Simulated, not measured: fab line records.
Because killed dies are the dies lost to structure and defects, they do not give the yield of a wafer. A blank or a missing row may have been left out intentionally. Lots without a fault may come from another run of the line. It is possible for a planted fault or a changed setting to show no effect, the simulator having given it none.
A struck lot beside a sound one    flow n5-finfet    39 steps out of a route of 1938
Sound: the wafers L733.1, L733.3, L733.4. Wafers L746.1, L746.5, L746.6 were the ones struck. Last of all comes the cause.
Order at every step that has rows: each side's tool, ch and its chambers, its first start. Under that, the readings that differ: sound wafers    struck wafers    difference of the means    sigmas: that difference in standard deviations of wafers without a fault.
alike: same words and numbers on both sides, and readings whose means sit less than 2 such deviations apart. not compared: any withheld reading, any reading some wafer has no value for, any bound like >300 that may hide the same value, and any number with overlapping values for which the record gives no deviation.
The two part at a step that has a row with sigmas, a row that says differs or no value, or rows on one side only. Non-overlapping numbers with no deviation appear without sigmas and do not part them. A reading that every wafer of one side lacks parts them only if that side has two wafers or more.

first, 9 steps without rows for these wafers: N5_BEOL_M4_ANNEAL_95 (time 240 s); N5_BEOL_M4_SPUTTER_96 (material Cu, target thk 4.5 nm, time 8.29 s); N5_BEOL_M4_ECD_50 (material Cu, target thk 300 nm); N5_BEOL_M4_ANNEAL_51 (time 90 s); N5_BEOL_M4_CMP_52 (polishes, stops on SiOC, t overpolish 6.8 s, target thk 40 nm); N5_BEOL_M4_PRE_CLEAN_60 (time 15 s); N5_BEOL_M4_CO_CAP_55 (material Co, precursor CCTBA/H2, target thk 2 nm, time 102.1 s); N5_BEOL_M4_PRE_CLEAN_56 (time 15 s); N5_BEOL_M4_DEP_57 (deposits SiCN from 3MS/NH3, target thk 8 nm, time 14 s).
N5_BEOL_M4_RC_MEAS_101:
  sound on prober-01 ch 0, day 8 13:20; struck on prober-02 ch 0, day 11 18:33
  alike: DIBL_N, DIBL_P, IOFF_N, IOFF_P, ION_N, ION_P, SS_N, SS_P, VT_N, VT_P
then, 24 steps without rows for these wafers: N5_BEOL_M5_ILD_DEP_00 (deposits SiCOH lowk from DEMS/porogen, target thk 140.64 nm, time 25.9 s); N5_BEOL_M5_CURE_79 (cures SiCOH lowk, time 240 s); N5_BEOL_M5_PECVD_70 (deposits SiO2 from TEOS/O2, target thk 16 nm, time 18 s); N5_BEOL_M5_HM_DEP_02 (deposits TiN, target thk 20 nm); N5_BEOL_M5_COAT_59 (time 60 s, resist thk 60 nm); N5_BEOL_M5_COAT_60 (time 60 s, resist thk 12 nm); N5_BEOL_M5_COAT_71 (time 60 s, resist thk 5 nm); N5_BEOL_M5_COAT_05 (resist thk 30 nm); N5_BEOL_M5_EBR_07; N5_BEOL_M5_SOFTBAKE_06 (time 60 s); N5_BEOL_M5_EXPOSE_08 (exposes mask M5, target cd 28 nm); N5_BEOL_M5_PEB_09 (peb time 60 s); N5_BEOL_M5_DEVELOP_10 (develop time 30 s); N5_BEOL_M5_DESCUM_16 (chemistry O2, time 7 s); N5_BEOL_M5_ETCH_72 (etches underlayer in N2/H2, target depth 6.5 nm, time 5.2 s); N5_BEOL_M5_ETCH_61 (etches SiARC in CF4, target depth 15.6 nm, time 26 s); N5_BEOL_M5_ETCH_62 (etches SOC in N2/H2, target depth 75 nm, overetch 15 nm, time 112.5 s); N5_BEOL_M5_STRIP_63 (strips in N2/H2); N5_BEOL_M5_STRIP_73 (strips in N2/H2); N5_BEOL_M5_STRIP_64 (strips in CF4); N5_BEOL_M5_HM_OPEN_17 (chemistry Cl2/BCl3, target TiN, target depth 20 nm, overetch 6 nm); N5_BEOL_M5_STRIP_19 (strips in O2); N5_BEOL_M5_COAT_65 (time 60 s, resist thk 60 nm); N5_BEOL_M5_COAT_66 (time 60 s, resist thk 12 nm).
N5_BEOL_M6_EXPOSE_25: exposes mask V5, target cd 40 nm.
  sound on euv-scanner-02 ch 0, day 9 08:29; struck on euv-scanner-02 ch 0, day 12 18:53
reading               sound              struck             difference  sigmas
exposure-dose-mJ-cm2  44.90 44.89 44.94  39.85 39.87 39.85  -5.05       -99 or more
  alike: mask, focus-offset-nm, reticle-temp-C
N5_BEOL_M6_CD_MEAS_28: the cd target is 40 nm.
  sound on cd-sem-01 ch 0, day 9 08:37; struck on cd-sem-01 ch 0, day 12 19:01
reading     sound              struck             difference  sigmas
cd-nm (nm)  40.28 40.57 40.16  36.92 37.12 37.43  -3.18       -13
N5_BEOL_M6_DESCUM_33: chemistry O2, time 7 s.
  sound on rie-diel-01 ch 0,1,3, day 9 08:45; struck on rie-diel-06 ch 0,1,2, day 12 19:28
reading                   sound           struck      difference  sigmas
model.BEOL_M6.cd-nm (nm)  40.2 40.2 39.8  36.8 37 37  -3.1        
  alike: drypump-motor-current-A, oes-product-au, rf-vpp-V, showerhead-plenum-p-Torr, temp-c, throttle-valve-pct
  not compared: rf-hours-counter-h
N5_BEOL_M6_VIA_ETCH_34: etches SiCOH lowk in C4F6/O2, target depth 126.3 nm, time 50.9 s.
  sound on rie-diel-01 ch 0,1,3, day 9 08:56; struck on rie-diel-06 ch 0,1,2, day 12 19:39
reading                   sound           struck        difference  sigmas
model.BEOL_M6.cd-nm (nm)  40.4 40.2 39.8  37 36.8 36.8  -3          
  alike: drypump-motor-current-A, oes_f_703_au, oes-product-au, rf-vpp-V, showerhead-plenum-p-Torr, throttle-valve-pct
  not compared: rf-hours-counter-h
-- the record jumps here: 4 days lie between the struck wafers' starts before and after (it left off in module BEOL_M6 and takes up again in module PASSIVATION, whose first step shown is number 1936 of the route) --
N5_PASSIVATION_PROBE_49:
  record: rows for the struck wafers here (prober-02, day 16 10:05), none for the sound ones

== WHERE THEY PART ==
At N5_BEOL_M6_EXPOSE_25 first; at N5_PASSIVATION_PROBE_49 last (within this record only).

WHY: whatever the simulator had introduced
Process parameter drift: euv-scanner-02, from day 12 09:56 on, at N5_BEOL_M6_EXPOSE_25. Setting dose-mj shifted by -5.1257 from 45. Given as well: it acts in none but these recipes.
